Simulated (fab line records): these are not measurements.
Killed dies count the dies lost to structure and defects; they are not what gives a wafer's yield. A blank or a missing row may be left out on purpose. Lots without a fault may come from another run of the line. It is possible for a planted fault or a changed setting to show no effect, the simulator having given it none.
Chamber matching :: flow nandHarc :: 3 sister chambers for NHARC_THIN_TSV_DEP_47 on pecvd-04
The step deposits SiO2, target thk 200 nm. 6 wafers are shown with their chamber, then 9 later ones without.

== EACH WAFER AND ITS CHAMBER ==
wafer: L089.1
chamber: 1
throttleValvePct (%): 15.3

wafer: L089.2
chamber: 0
throttleValvePct (%): 15.3

wafer: L089.4
chamber: 2
throttleValvePct (%): 15.9

wafer: L089.3
chamber: 2
throttleValvePct (%): 16.0

wafer: L089.5
chamber: 1
throttleValvePct (%): 15.3

wafer: L089.6
chamber: 0
throttleValvePct (%): 15.4

== WAFERS WHOSE CHAMBER IS MISSING ==
wafer: L090.1
throttleValvePct (%): 16.3

wafer: L090.2
throttleValvePct (%): 15.3

wafer: L090.3
throttleValvePct (%): 15.3

wafer: L093.2
throttleValvePct (%): 15.5

wafer: L093.3
throttleValvePct (%): 15.5

wafer: L093.4
throttleValvePct (%): 16.3

wafer: L094.2
throttleValvePct (%): 15.8

wafer: L094.4
throttleValvePct (%): 16.3

wafer: L094.5
throttleValvePct (%): 15.6

== WHICH CHAMBER EACH WENT THROUGH ==
wafer: L090.1
from the rows above: 2
in truth: 2

wafer: L090.2
from the rows above: can't be placed: 1 or 0
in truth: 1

wafer: L090.3
from the rows above: can't be placed: 1 or 0
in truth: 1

wafer: L093.2
from the rows above: can't be placed: 0 or 1
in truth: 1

wafer: L093.3
from the rows above: can't be placed: 0 or 1
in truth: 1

wafer: L093.4
from the rows above: 2
in truth: 2

wafer: L094.2
from the rows above: 2
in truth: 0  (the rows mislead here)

wafer: L094.4
from the rows above: 2
in truth: 2

wafer: L094.5
from the rows above: can't be placed: 0 or 1 or 2
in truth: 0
3 of 9 placed correctly. From these rows, 5 cannot be placed; in 5 the true chamber is one of the candidates. Placed wrongly: 1.
How it was worked out, from the rows above alone: a wafer's distance from a chamber is the root of the sum, over the readings, of the square of ((its reading less the chamber's mean) divided by the reading's scatter). The wafer belongs to the nearest chamber; if the next one is less than 2 further off, it can't be placed. For every chamber, the mean is computed from those of its wafers that are shown. The scatter: take each reading less its chamber's mean, square it, sum over the shown wafers, divide by the number of wafers less the number of chambers, and take the root.
